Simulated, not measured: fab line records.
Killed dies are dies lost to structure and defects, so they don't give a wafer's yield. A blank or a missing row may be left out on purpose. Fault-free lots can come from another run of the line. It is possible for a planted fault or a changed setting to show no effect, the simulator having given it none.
fab line records	flow n5Finfet
[record] lots = 5	wafers = 15	lastDay = 17
route steps=1938 shown BEOL_M12@1647 BEOL_M13@1659 PASSIVATION@1936
lots that met no fault: from a run of the same line without faults
startH: hours from the record's first day to the start of the lot's first wafer shown	waitH: hours elapsed since this lot's preceding step	" same as the row above	L1.1+2: several wafers, shown together as one row	- no value, or no start was given	* or withheld: withheld	< > ~ a bound
route shown NAME@n: names a module that has steps shown in the file, with the first one's number in the route	usual: average and standard deviation across the fault-free wafers	same: alike in all rows	chamber/n: place in a boat	sites: the reading at each site	_std_site: their standard deviation	_edge_site: inner sites' mean taken away from outer sites' mean	radiusMm: for every site, how far away it sits from the centre of the wafer	mask NAME#n: copy n	behind: the most recent tool/chamber to have shaped the wafer	hold: why the lot was held/for how many hours/how that ended	device: transistor that didn't switch, given as n, p or np	end of line: tests of these same wafers at the route's end	for a step that has no rows: nothing shown but its recipe	killed: dies lost to structure and defects at the first sort, not the wafer's yield	map: shows each die of a wafer: x if killed, . if not, _ if none is there
set.NAME: the setting as run; set.NAME@STEP: as run at that earlier step	model.NAME: the simulator's own value behind a step, which no gauge read
lots seen at some steps along the route; tables by step, rows by wafer
services: the hour from which a tool's chamber was out of use, counted from the record's first day as startH (under 0 if before that day), plus the number of hours and why
[[steps]]
[step N5_BEOL_M12_PRE_CLEAN_42]
[recipe] gas = H2/He	timeS = 30	tempC = 250
[step N5_BEOL_M12_SPUTTER_43]
[recipe] material = TaN	targetThkA = 150	tempC = 50	biasV = 168.6	powerW = 15000	chamberPressurePa = 0.12	timeS = 24.19
[step N5_BEOL_M12_SPUTTER_44]
[recipe] material = Ta	targetThkA = 100	tempC = 50	biasV = 80	powerW = 15000	chamberPressurePa = 0.07	timeS = 16.13
[step N5_BEOL_M12_SPUTTER_45]
[recipe] material = Cu	targetThkA = 800	tempC = -20	biasV = 60	powerW = 26000	chamberPressurePa = 0.13	timeS = 13.33
[step N5_BEOL_M12_ECD_47]
[recipe] material = Cu	targetThkA = 7200
[step N5_BEOL_M12_ANNEAL_48]
[recipe] tempC = 225	timeS = 90	ambient = N2
[step N5_BEOL_M12_CMP_49]
[recipe] stopOn = SiOC	tOverpolishS = 20.6	downForcePsi = 1	platenRpm = 50	clearingPlatenDownForcePsi = 1.5	clearingPlatenRpm = 50	postCmpClean = cuAlkaline	targetThkNm = 320	clearingPlatenPadVelocityMS = 0.99484	padVelocityMS = 0.99484
[step N5_BEOL_M12_PRE_CLEAN_52]
[recipe] gas = NH3	timeS = 15	tempC = withheld	rfPowerW = 300
[step N5_BEOL_M12_DEP_53]
[recipe] material = SiCN	targetThkA = 300	tempC = withheld	precursor = 3MS/NH3	pressureTorr = 3	rfW = 675	timeS = 10.5
[step N5_BEOL_M13_ILD_DEP_00]
[recipe] material = SiOC	targetThkA = 8379.2	tempC = 350	precursor = DEMS/O2	pressureTorr = 5	rfW = 500	timeS = 166.4
[usual] heaterPowerW = 435/47	showerheadPlenumPTorr = 5.691/0.013	throttleValvePct = 12.1/0.42
lot.wafer	tool	chamber	startH	waitH	heaterPowerW	showerheadPlenumPTorr	throttleValvePct	model.SiOC_of_BEOL_M13_ILD_DEP_00.thkNm
L119.1	pecvd-04	0	273.66	0.0	372	5.689	12.2	815.8
L119.3	"	2	"	"	399	5.708	11.5	831.2
L119.4	"	1	"	"	369	5.711	11.9	836.2
L127.1	pecvd-04	2	324.24	0.0	398	5.679	11.8	580.8
L127.2	"	0	"	"	382	5.692	12.2	571.2
L127.4	"	1	"	"	370	5.708	12.0	593.6
L128.1	pecvd-04	1	332.17	0.0	440	5.725	12.4	561.8
L128.5	"	0	"	"	395	5.680	11.9	579.6
L128.6	"	1	"	"	449	5.705	12.1	576.8
L129.2	pecvd-04	1	350.48	0.0	452	5.704	12.3	567.4
L129.3	"	2	"	"	379	5.690	11.4	568
L129.6	"	1	"	"	459	5.723	12.3	577.6
L133.1	pecvd-03	0	367.54	0.0	428	5.689	12.4	818.8
L133.5	"	1	"	"	534	5.703	12.1	847.4
L133.6	"	2	"	"	375	5.679	11.7	841.8
[step N5_BEOL_M13_THK_MEAS_01]
[recipe] reads = SiOC_of_BEOL_M13_ILD_DEP_00
[usual] M13_ILD_THK = 837/9.9
lot.wafer	tool	chamber	startH	waitH	M13_ILD_THK[nm]
L119.1	filmMetro-01	-	273.81	0.1	816
L119.3	"	-	"	"	832
L119.4	"	-	"	"	836
L127.1	filmMetro-01	-	324.39	0.1	581
L127.2	"	-	"	"	571
L127.4	"	-	"	"	593
L128.1	filmMetro-02	-	332.32	0.1	562
L128.5	"	-	"	"	579
L128.6	"	-	"	"	577
L129.2	filmMetro-01	-	350.63	0.1	567
L129.3	"	-	"	"	568
L129.6	"	-	"	"	578
L133.1	filmMetro-02	-	367.69	0.1	819
L133.5	"	-	"	"	847
L133.6	"	-	"	"	842
[step N5_BEOL_M13_COAT_58]
[recipe] resist = BARC	tempC = 205	timeS = 60	spinRpm = 1500	resistThkNm = 89
[step N5_BEOL_M13_COAT_04]
[recipe] spinRpm = 1625	resistThkNm = 400
[step N5_BEOL_M13_EBR_06]
[recipe] solvent = PGMEA	ebrWidthMm = 1.5
[step N5_BEOL_M13_SOFTBAKE_05]
[recipe] tempC = 130	timeS = 60
[step N5_BEOL_M13_EXPOSE_07]
[recipe] maskId = V12	na = 0.93	sourceShape = conventional	sigmaOuter = 0.6	polarization = unpolarized	attpsmPhaseDeg = 180	doseMj = 24.8
[step N5_BEOL_M13_PEB_08]
[recipe] pebTempC = 130	pebTimeS = 90
[step N5_BEOL_M13_DEVELOP_09]
[recipe] developTimeS = 45	rinseLiquid = diw	dry = airSpin	devTempC = 21
[step N5_BEOL_M13_HARDBAKE_14]
[recipe] tempC = 130	timeS = 120
[step N5_BEOL_M13_DESCUM_15]
[recipe] chemistry = O2	timeS = 7.9	sourcePowerW = 50	biasPowerW = 20	pressureMtorr = 20	rfFrequencyHz = 2.712e+07	tempC = 40	o2FlowSccm = 225
[step N5_BEOL_M13_ETCH_59]
[recipe] chemistry = N2/H2	target = BARC	targetDepthA = 890	overetchA = 267	timeS = 67.9	ionEnergyEv = 200	pressureMtorr = 30	sourceW = 840	biasW = 150	n2FlowSccm = 200	h2FlowSccm = 200
[step N5_BEOL_M13_VIA_ETCH_16]
[recipe] chemistry = C4F8/O2/Ar	target = SiOC	pressureMtorr = 30	sourceW = 3000	biasW = 700	Ar_flow_sccm = 400	C4F8_flow_sccm = 15	O2_flow_sccm = 8	heInnerTorr = 15	heOuterTorr = 30	targetDepthA = 9217	timeS = withheld	ionEnergyEv = 250	ends = cleared
[usual] drypumpMotorCurrentA = 5.8/0.51	oesProductAu = 0.69/0.06	rfVppV = 665.6/2.7	showerheadPlenumPTorr = 3.43/0.096	throttleValvePct = 24.19/0.3
lot.wafer	tool	chamber	startH	waitH	drypumpMotorCurrentA	oesProductAu	rfVppV	showerheadPlenumPTorr	throttleValvePct	model.etch.depthNm	model.coat_of_BEOL_M13_COAT_04.thkNm
L119.1	rieDiel-06	1	274.49	0.0	5.2	0.79	669.3	3.50	24.49	815.8	77.2
L119.3	"	3	"	"	6.0	0.67	666.4	3.39	24.05	831.2	79
L119.4	"	0	"	"	6.6	0.79	666.4	3.46	23.60	836.3	73.4
L127.1	rieDiel-03	0	324.96	0.0	5.5	0.78	668.6	3.46	24.11	580.7	149.6
L127.2	"	1	"	"	5.0	0.70	662.0	3.28	24.46	571.1	149.6
L127.4	"	3	"	"	4.7	0.67	661.6	3.28	24.32	593.5	144.8
L128.1	rieDiel-01	3	332.92	0.0	6.2	0.73	663.5	3.30	23.84	561.7	152
L128.5	"	3	"	"	6.2	0.74	662.3	3.30	23.84	579.5	146.8
L128.6	"	0	"	"	6.1	0.61	665.4	3.37	24.35	576.8	151.6
L129.2	rieDiel-06	2	351.23	0.0	6.0	0.64	668.8	3.56	24.35	567.4	152.2
L129.3	"	3	"	"	6.0	0.64	665.1	3.38	24.07	568	154.4
L129.6	"	1	"	"	5.2	0.76	665.3	3.49	24.51	577.6	144
L133.1	rieDiel-06	0	368.18	0.0	6.6	0.76	666.8	3.44	23.62	818.7	78
L133.5	"	0	"	"	6.6	0.76	665.0	3.44	23.62	847.5	68.6
L133.6	"	3	"	"	6.0	0.64	663.7	3.38	24.07	841.8	74.2
[step N5_BEOL_M13_STRIP_63]
[recipe] chemistry = N2/H2	powerW = 1000	tempC = 250	h2Frac = 0.65	overashFraction = 0.3	pressureMtorr = 1000	n2FlowSccm = 1750	h2FlowSccm = 3250
[usual] drypumpMotorCurrentA = 5.91/0.27	heaterPowerW = 344/27	oesProductAu = 0.675/0.0047	stripTimeToEndpointS = 28.2/1.1
lot.wafer	tool	chamber	startH	waitH	drypumpMotorCurrentA	heaterPowerW	oesProductAu	rfHoursCounterH	stripTimeToEndpointS
L119.1	plasmaAsher-02	0	274.73	-	6.24	321	0.676	81	29.8
L119.3	"	1	"	"	5.66	375	0.673	-	30.3
L119.4	"	0	"	"	6.24	316	0.677	-	28.6
L127.1	plasmaAsher-02	1	325.20	-	5.68	375	0.701	91	49.6
L127.2	"	0	"	"	6.24	322	0.705	91	49.6
L127.4	"	1	"	"	5.68	377	0.698	-	48.3
L128.1	plasmaAsher-02	1	333.16	-	5.66	372	0.708	92	50.2
L128.5	"	0	"	"	6.24	326	0.701	-	48.8
L128.6	"	1	"	"	5.66	380	0.690	-	50.1
L129.2	plasmaAsher-01	1	351.47	-	5.64	318	0.697	132	50.2
L129.3	"	0	"	"	5.88	326	0.703	-	50.8
L129.6	"	1	"	"	5.64	316	0.697	-	48.1
L133.1	plasmaAsher-02	1	368.42	-	5.68	380	0.674	98	30.0
L133.5	"	0	"	"	6.26	324	0.676	-	27.3
L133.6	"	1	"	"	5.68	385	0.678	-	28.9
[step N5_BEOL_M13_STRIP_64]
[recipe] chemistry = N2/H2	powerW = 1000	tempC = 250	h2Frac = 0.65	overashFraction = 0.3	pressureMtorr = withheld	n2FlowSccm = 1750	h2FlowSccm = 3250
[step N5_BEOL_M13_STRIP_71]
[recipe] chemistry = postEtchResidueRemover	timeS = 60	tempC = 25	removerPh = withheld	removerWaterWtPct = withheld	removerFluorideWtPct = withheld
[step N5_BEOL_M13_SRD_72]
[recipe] timeS = 30	tempC = 23	rinseLiquid = diw	dry = n2Spin	spinRpm = 1500	dryTimeS = 30
[step N5_BEOL_M13_COAT_65]
[recipe] resist = SOC	tempC = 250	timeS = 60	spinRpm = 1500	resistThkNm = 350
[step N5_BEOL_M13_COAT_66]
[recipe] resist = SiARC	tempC = 220	timeS = 60	spinRpm = 1500	resistThkNm = 110
[step N5_BEOL_M13_COAT_22]
[recipe] spinRpm = 2888	resistThkNm = 300
[step N5_BEOL_M13_EBR_24]
[recipe] solvent = PGMEA	ebrWidthMm = 1.5
[step N5_BEOL_M13_SOFTBAKE_23]
[recipe] tempC = 130	timeS = 60
[step N5_BEOL_M13_EXPOSE_25]
[recipe] maskId = M13	na = 0.93	sourceShape = conventional	sigmaOuter = 0.4	polarization = unpolarized	targetCdNm = 210	doseMj = 22
[step N5_BEOL_M13_PEB_26]
[recipe] pebTempC = 130	pebTimeS = 90
[step N5_BEOL_M13_DEVELOP_27]
[recipe] developTimeS = 45	rinseLiquid = diw	dry = airSpin	devTempC = 21
[step N5_BEOL_M13_HARDBAKE_32]
[recipe] tempC = 130	timeS = 120
[step N5_BEOL_M13_CMP_49]
[recipe] stopOn = SiOC	tOverpolishS = 17.1	downForcePsi = 1	platenRpm = 50	clearingPlatenDownForcePsi = 1.5	clearingPlatenRpm = 50	postCmpClean = cuAlkaline	targetThkNm = 420	clearingPlatenPadVelocityMS = 0.99484	padVelocityMS = 0.99484
[usual] motorCurrentA = 6.3/0.7	slurryFlowMlMin = 150.0/0.44
lot.wafer	tool	chamber	startH	waitH	motorCurrentA	slurryFlowMlMin	model.SiOC_of_BEOL_M13_ILD_DEP_00.thkNm
L119.4	cmp-01	3	281.59	0.1	7.2	150.1	777.4
L119.3	"	1	"	"	5.0	150.0	773.2
L119.1	"	2	"	"	5.3	149.5	757.4
L127.2	cmp-03	0	334.48	0.2	6.8	150.4	510.8
L127.1	"	1	"	"	5.7	150.0	523.2
L127.4	"	3	"	"	5.8	150.8	536.4
L128.1	cmp-02	2	336.86	0.4	6.4	149.6	504.8
L128.6	"	3	"	"	7.2	149.7	520.6
L128.5	"	0	"	"	6.5	150.9	523.4
L129.2	cmp-01	1	353.99	0.2	5.4	150.2	510.8
L129.3	"	2	"	"	5.0	149.6	509.6
L129.6	"	0	"	"	7.1	149.7	519.8
L133.1	cmp-01	3	372.35	0.4	6.7	150.2	760.4
L133.5	"	0	"	"	6.8	149.4	789
L133.6	"	1	"	"	5.1	149.8	783.4
[step N5_PASSIVATION_PROBE_49]
[usual] defectLimitedYield = 91.6/1.4	killed_at_M0_to_M3 = 35/10	killed_at_M4_up = 13/4.8	killedAtContacts = 12/7.2	killedAtFrontEnd = 36/12	killedAtOther = 4/3.1	killedDies = 100/17	killedOnRim = 13/4.2	killedOpen = 66/13	killedShort = 32/7.3	sort_bin_5_function = 5.0/0.94	sort_bin_6_memory = 3.1/0.67	sortNPass = 1080/17	sortYieldPct = 91.6/1.4
[same] grossDies = 1180	killedAtBackSide = 0	sort_bin_4_leakage[%] = 0	sort_bin_8_speed[%] = 0
lot.wafer	tool	chamber	startH	waitH	defectLimitedYield[%]	killed_at_M0_to_M3	killed_at_M4_up	killedAtContacts	killedAtFrontEnd	killedAtOther	killedDies	killedOnRim	killedOpen	killedShort	sort_bin_5_function[%]	sort_bin_6_memory[%]	sortNPass	sortYieldPct[%]
L127.1	prober-02	-	371.37	0.0	91.8	22	17	17	38	3	97	19	71	26	5.0	2.6	1083	91.8
L127.2	prober-02	-	371.42	0.1	90.9	21	14	10	62	0	107	19	71	35	5.6	3.1	1073	90.9
L127.4	prober-02	-	371.52	0.2	90.7	19	14	9	65	3	110	10	71	39	5.8	3.1	1070	90.7
L133.1	prober-02	-	407.17	0.0	92.1	39	18	6	28	2	93	9	72	19	4.8	2.9	1087	92.1
L133.5	prober-02	-	407.37	0.2	90.3	49	14	11	38	2	114	16	77	36	6.0	3.1	1066	90.3
L133.6	prober-02	-	407.42	0.3	93.6	30	22	5	18	0	75	6	52	22	4.3	1.9	1105	93.6
// killed by level:class
L127.1 MOL_CONTACT_COAG:geometricParticle:open=14 BEOL_M4:geometricParticle:open=13 STI_FIN_REVEAL:geometricParticle:open=12 BEOL_M2:geometricParticle:open=10 FIN_SAQP:geometricParticle:open=5 STI_FIN_REVEAL:geometricParticle:short=4 ILD0:geometricParticle:open=4 ILD0:geometricParticle:short=3
L127.2 STI_FIN_REVEAL:geometricParticle:open=22 FIN_SAQP:geometricParticle:open=6 MOL_CONTACT_COAG:geometricParticle:open=6 BEOL_M4:geometricParticle:open=6 BEOL_M0_SAQP:geometricParticle:open=6 STI_FIN_REVEAL:geometricParticle:short=5 STARTING-WAFER:geometricParticle:short=5 FIN_SAQP:geometricParticle:short=4
L127.4 STI_FIN_REVEAL:geometricParticle:open=17 FIN_SAQP:geometricParticle:short=13 MOL_CONTACT_COAG:geometricParticle:open=9 DUMMY_GATE:geometricParticle:open=7 BEOL_M4:geometricParticle:open=7 FIN_SAQP:geometricParticle:open=6 BEOL_M1:geometricParticle:open=6 STI_FIN_REVEAL:geometricParticle:short=5
L133.1 BEOL_M4:geometricParticle:open=12 BEOL_M0_SAQP:geometricParticle:open=9 BEOL_M3:geometricParticle:open=9 BEOL_M1:geometricParticle:open=7 BEOL_M0_SAQP:geometricParticle:short=6 BEOL_M2:geometricParticle:open=6 STI_FIN_REVEAL:geometricParticle:open=5 DUMMY_GATE:geometricParticle:open=5
L133.5 BEOL_M0_SAQP:geometricParticle:short=14 BEOL_M0_SAQP:geometricParticle:open=12 BEOL_M2:geometricParticle:open=12 FIN_SAQP:geometricParticle:open=10 STI_FIN_REVEAL:geometricParticle:open=7 MOL_CONTACT_COAG:geometricParticle:open=7 BEOL_M4:geometricParticle:open=6 MOL_CONTACT_COAG:geometricParticle:short=4
L133.6 BEOL_M4:geometricParticle:open=10 BEOL_M0_SAQP:geometricParticle:short=9 BEOL_M0_SAQP:geometricParticle:open=9 BEOL_M2:geometricParticle:open=6 MOL_CONTACT_COAG:geometricParticle:open=5 BEOL_M6:geometricParticle:open=4 GATE_CUT:geometricParticle:open=3 FIN_SAQP:geometricParticle:open=2
[[services]]
tool	chamber	startH	hours	kind
cmp-03	-	250.66	1.3	repair
plasmaAsher-01	-	254.54	0.9	repair
rieDiel-03	2	257.70	2.6	repair
plasmaAsher-01	-	258.58	3.7	repair
cmp-01	-	263.05	14.3	pm
cmp-03	-	275.55	2.8	repair
rieDiel-03	-	281.46	14.6	pm
cmp-01	-	300.84	1.5	repair
pecvd-03	0	308.66	4.7	repair
cmp-03	-	311.47	1.6	repair
cmp-02	-	319.88	12.0	pm
cmp-03	-	326.61	2.4	repair
cmp-03	-	329.16	4.2	pm
pecvd-03	0	334.74	5.5	scheduledDown
cmp-03	-	335.83	2.4	repair
pecvd-03	-	337.93	0.8	pm
cmp-02	-	347.14	1.0	repair
rieDiel-03	0	348.81	7.2	repair
cmp-02	-	350.49	4.9	pm
cmp-03	-	357.26	4.0	pm
cmp-03	-	361.26	-	consumableReplace:conditioner
cmp-03	-	361.26	-	consumableReplace:pad
[[key]]
[firstSign] step = N5_BEOL_M13_THK_MEAS_01	reading = M13_ILD_THK	direction = down	sigmas = 26	usual = 837	struck = 575
[effect] step = N5_BEOL_M13_STRIP_63	reading = stripTimeToEndpointS	direction = up	sigmas = 20	usual = *	struck = *
[modelEffect] step = N5_BEOL_M13_ILD_DEP_00	value = SiOC_of_BEOL_M13_ILD_DEP_00.thkNm	without = 838.2	struck = 575.2
[modelEffect] step = N5_BEOL_M13_VIA_ETCH_16	value = etch.depthNm	without = 838.1	struck = 575.2
[modelEffect] step = N5_BEOL_M13_CMP_49	value = SiOC_of_BEOL_M13_ILD_DEP_00.thkNm	without = 780.7	struck = 517.7
metAt N5_BEOL_M13_ILD_DEP_00
struckWafers L127.1,L127.2,L127.4,L128.1,L128.5,L128.6,L129.2,L129.3,L129.6
onsetBetween 273.66 324.24
[fault] kind = processParameterDrift	tool = pecvd-04	chamber = -	onsetH = 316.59	steps = N5_BEOL_M13_ILD_DEP_00	channel = targetThkA	offset = *	shape = step	endH = 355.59	actsIn = *	stated = *
